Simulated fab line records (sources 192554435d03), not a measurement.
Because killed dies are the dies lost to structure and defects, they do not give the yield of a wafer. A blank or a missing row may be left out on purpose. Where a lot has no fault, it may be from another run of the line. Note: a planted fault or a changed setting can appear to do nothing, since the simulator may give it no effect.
A lot that was struck, set against a sound lot / flow n5-finfet / 40 out of 1938 route steps
Sound: these wafers, L677.1, L677.4, L677.6. Struck: wafer L680.2 (left out: L680.3, L680.4 of the same lot, which were not struck); the cause appears at the end.
Per side, at each step with rows, come the tool, then ch with its chambers, and then its first start. Under that, the readings that differ: sound wafers / struck wafers / difference of the means / sigmas: that difference in standard deviations of wafers without a fault.
alike: same words and numbers on both sides, and readings whose means sit less than 2 such deviations apart. not compared: any withheld reading, any reading some wafer has no value for, any bound like >300 that may hide the same value, and any number with overlapping values for which the record gives no deviation.
Wherever a step has rows on one side only, a row that says differs or no value, or a row with sigmas, the two part there. Numbers that don't overlap but have no deviation are shown without sigmas and don't part them. A reading missing from all wafers of one side parts the sides only when that side holds two or more wafers.

first, 11 steps without rows for these wafers: N5_BEOL_M0_SAQP_MANDREL1_REMOVE_100 (chemistry HBr/Cl2/O2, target a-Si, stops on SiNx, bt time 10 s); N5_BEOL_M0_SAQP_ETCH_101 (etches SiNx in CH3F/O2, target depth 29.9 nm, time 42.7 s); N5_BEOL_M0_SAQP_ETCH_102 (etches SiO2 in CF4, target depth 4 nm, time 4.4 s); N5_BEOL_M0_SAQP_MANDREL_ETCH_103 (etches a-Si in HBr/Cl2, stops on SiCN, target depth 45 nm, bt time 10 s, time 27 s); N5_BEOL_M0_SAQP_RECESS_104 (chemistry HF/NH3, target SiO2, target depth 18 nm, afs cycles 3, sublimation time 60 s); N5_BEOL_M0_SAQP_COAT_105 (time 60 s, resist thk 100 nm); N5_BEOL_M0_SAQP_ETCH_106 (etches SOC in N2/H2, stops on SiNx, target depth 150 nm); N5_BEOL_M0_SAQP_ETCH_107 (etches SiNx in CH3F/O2, target depth 30 nm); N5_BEOL_M0_SAQP_STRIP_108 (strips in N2/H2); N5_BEOL_M0_SAQP_RECESS_109 (chemistry HF/NH3, target SiO2, target depth 3 nm, afs cycles 1, sublimation time 60 s); N5_BEOL_M0_SAQP_SPACER2_ALD_26 (deposits SiO2, target thk 15 nm, pulse time 1 s, purge time 2 s).
N5_BEOL_M0_SAQP_SPACER2_ETCHBACK_27: etches SiO2 in CHF3/O2, target depth 22.5 nm, time 11.25 s.
  sound on rie-diel-01 ch 1,2,3, day 8 19:18; struck on rie-diel-02 ch 0, day 9 11:12
reading=drypump-motor-current-A (A); sound=6.6 5.7 6.6; struck=5.2; difference=-1.1; sigmas=-2
  alike: oes-product-au, rf-vpp-V, showerhead-plenum-p-Torr, throttle-valve-pct
  not compared: rf-hours-counter-h
then, 25 steps without rows for these wafers: N5_BEOL_M0_SAQP_MANDREL2_REMOVE_110 (chemistry HBr/Cl2/O2, target a-Si, stops on SiCN, bt time 10 s); N5_BEOL_M0_SAQP_COAT_69 (time 60 s, resist thk 90 nm); N5_BEOL_M0_SAQP_COAT_72 (time 60 s, resist thk 15 nm); N5_BEOL_M0_SAQP_COAT_87 (time 60 s, resist thk 5 nm); N5_BEOL_M0_SAQP_COAT_34 (resist thk 30 nm); N5_BEOL_M0_SAQP_EBR_36; N5_BEOL_M0_SAQP_SOFTBAKE_35 (time 60 s); N5_BEOL_M0_SAQP_EXPOSE_37 (exposes mask M0 CUT1, target cd 30 nm); N5_BEOL_M0_SAQP_PEB_38 (peb time 60 s); N5_BEOL_M0_SAQP_DEVELOP_39 (develop time 30 s); N5_BEOL_M0_SAQP_DESCUM_45 (chemistry O2, time 7 s); N5_BEOL_M0_SAQP_ETCH_88 (etches underlayer in N2/H2, target depth 6.5 nm, time 5.2 s); N5_BEOL_M0_SAQP_ETCH_73 (etches SiARC in CF4, target depth 19.5 nm, time 32.5 s); N5_BEOL_M0_SAQP_CUT_ETCH_46 (etches SOC in N2/H2, target depth 135 nm, overetch 27 nm, time 202.5 s); N5_BEOL_M0_SAQP_STRIP_74 (strips in N2/H2); N5_BEOL_M0_SAQP_STRIP_89 (strips in N2/H2); N5_BEOL_M0_SAQP_ALD_48 (deposits SiO2, target thk 20 nm, pulse time 1 s, co reactant pulse time 1 s); N5_BEOL_M0_SAQP_ETCH_49 (etches SiO2 in CF4/O2, target depth 37 nm); N5_BEOL_M0_SAQP_STRIP_75 (strips in CF4); N5_BEOL_M0_CUTY_COAT_50 (time 60 s, resist thk 15 nm); N5_BEOL_M0_CUTY_COAT_51 (resist thk 150 nm); N5_BEOL_M0_CUTY_EBR_52; N5_BEOL_M0_CUTY_SOFTBAKE_53 (time 60 s); N5_BEOL_M0_CUTY_EXPOSE_54 (exposes mask M0 ABLK); N5_BEOL_M0_CUTY_PEB_55 (peb time 60 s).
N5_BEOL_M0_CUTY_INSPECT_59: inspects for defects (macro).
  struck on defect-inspect-02, day 9 13:23; sound on defect-inspect-01, day 8 21:20
reading=raw-defect-count; sound=1 4 1; struck=44; difference=+42; sigmas=+30
-- here the record skips 3 days between the struck wafers' starts before and after, leaving off in module BEOL_M0_CUTY and picking up in module BEOL_M4 (first step shown: number 1111 of the route) --
N5_BEOL_M4_RC_MEAS_101:
  sound on prober-02 ch 0, day 10 21:06; struck on prober-01 ch 0, day 12 02:46
reading=DIBL_P (mV/V); sound=30.8 32.6 34.2; struck=40.2; difference=+7.7; sigmas=+3
reading=SS_P (mV/dec); sound=72.6 71.9 73.1; struck=74.6; difference=+2.1; sigmas=+2
  alike: DIBL_N, IOFF_N, IOFF_P, ION_N, ION_P, SS_N, VT_N, VT_P
-- record jumps: 5 days separate the struck wafers' starts on either side; left off in module BEOL_M4, taken up again in module PASSIVATION, whose first shown step is the route's number 1936 --
N5_PASSIVATION_PROBE_49:
  record: rows for the struck wafers here (prober-01, day 16 17:58), none for the sound ones

== WHERE THEY PART ==
Last at N5_PASSIVATION_PROBE_49 as far as this record goes, first at N5_BEOL_M0_SAQP_SPACER2_ETCHBACK_27.

WHY: the cause the simulator had injected
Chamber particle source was rie-diel-02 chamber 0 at N5_BEOL_M0_SAQP_SPACER2_ETCHBACK_27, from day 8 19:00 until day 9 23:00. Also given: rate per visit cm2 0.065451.
